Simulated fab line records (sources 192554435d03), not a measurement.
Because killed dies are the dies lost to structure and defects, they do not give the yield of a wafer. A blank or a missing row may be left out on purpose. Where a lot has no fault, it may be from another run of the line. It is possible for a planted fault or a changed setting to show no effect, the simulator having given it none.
Code-filled problem report in 8D (eight disciplines) form | flow n5 finfet | the parts of the form that need people (team, actions taken, sign-off) are left out

1. WHAT WENT WRONG
Wafers without a fault read 399.98 C, standard deviation 0.21; susceptor temp C at N5_BEOL_M5_PECVD_70 reads a mean of 424.34 C on 2 wafers belonging to 2 lots. So: +99 or more standard deviations from the usual mean.
The step: deposits SiO2 from TEOS/O2, target thk 16 nm, time 18 s.
Seen first at day 12 23:16 on pecvd-03, wafer L214.6. At this step, 30 wafers from 10 lots have a number in the record. Rule for "out" (also "out of limits"): further than 4 standard deviations from the usual mean. The rest of the wafers with a number are treated as sound.

2. WHAT IT IS; WHAT IT IS NOT
question                    | is                | is not
which readings at this step | susceptor temp C  | heater power w, showerhead plenum p Torr, throttle valve pct
which lots                  | L214, L216        | L199, L206, L207, L208, L213, L215, L218, L219
which wafers of those lots  | L214.6, L216.1    | L214.2, L214.5, L216.2, L216.3
read on which tools         | pecvd-03          | pecvd-02, pecvd-04
when                        | from day 12 23:16 | up to then (17 sound wafers); but 11 sound wafers of L215, L216, L218, L219 came after

3. WHAT RULES OUT EACH SUSPECT
Counting: if a tool at a process step up to the reading ran every lot that is out, it stays a suspect. Sound lots after the first of them don't rule it out here, since some wafers of a struck lot are sound.
- pvd sputter-01 at N5_BEOL_M4_ANNEAL_89 (time 240 s): kept. Ran every lot that is out, first one L214 (day 12 19:37); last sound lot up to then L213 (day 11 16:29).
- pvd sputter-01 at N5_BEOL_M4_SPUTTER_92 (material Cu, target thk 4.5 nm, time 8.29 s): kept. Ran every lot that is out, first one L214 (day 12 19:58); last sound lot up to then L213 (day 11 16:51).
- pecvd-03 at N5_BEOL_M5_PECVD_70 (deposits SiO2 from TEOS/O2, target thk 16 nm, time 18 s): kept. Ran every lot that is out, first one L214 (day 12 23:16); last sound lot up to then L206 (day 11 05:32). Out on those wafers are its own readings of susceptor temp C.
- At N5_BEOL_M5_PECVD_70, inside pecvd-03: chamber 2 took the wafers that are out, while their sound lot-mates went through chambers 0, 1.
The count leaves pvd sputter-01 at N5_BEOL_M4_ANNEAL_89, pvd sputter-01 at N5_BEOL_M4_SPUTTER_92, and pecvd-03 at N5_BEOL_M5_PECVD_70.

4. THE CAUSE (what the simulator had put in)
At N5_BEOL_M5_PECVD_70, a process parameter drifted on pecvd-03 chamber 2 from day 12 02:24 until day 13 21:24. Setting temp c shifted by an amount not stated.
Of the 3 suspects that counting leaves, this tool is one.

5. SEQUENCE OF EFFECTS, ordered by route
Each row: a reading where the mean over the struck wafers with a number is more than 3 standard deviations away from the usual. Only readings whose record carries a usual standard deviation are examined. hours: median over the lots of the time between each lot's start at the first step of this table that gives one and its start at this step. sigmas: the change, counted in usual standard deviations.
hours | step                | reading                  | usual    | on struck wafers | change | sigmas
0     | N5_BEOL_M5_PECVD_70 | susceptor temp C         | 399.98 C | 424.34           | +24.36 | +99 or more
10    | N5_BEOL_M5_CMP_52   | barrier field endpoint s | 24.2 s   | 21.1             | -3.1   | -4.9
Its process steps:
- N5_BEOL_M5_PECVD_70: deposits SiO2 from TEOS/O2, target thk 16 nm, time 18 s.
- N5_BEOL_M5_CMP_52: polishes, stops on SiCOH lowk, t overpolish 6.9 s, target thk 62 nm.

6. HOW IT WOULD HAVE BEEN CAUGHT EARLIER
In this record no reading fell out of limits until day 12 23:16, 21 hours after the fault had begun at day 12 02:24.
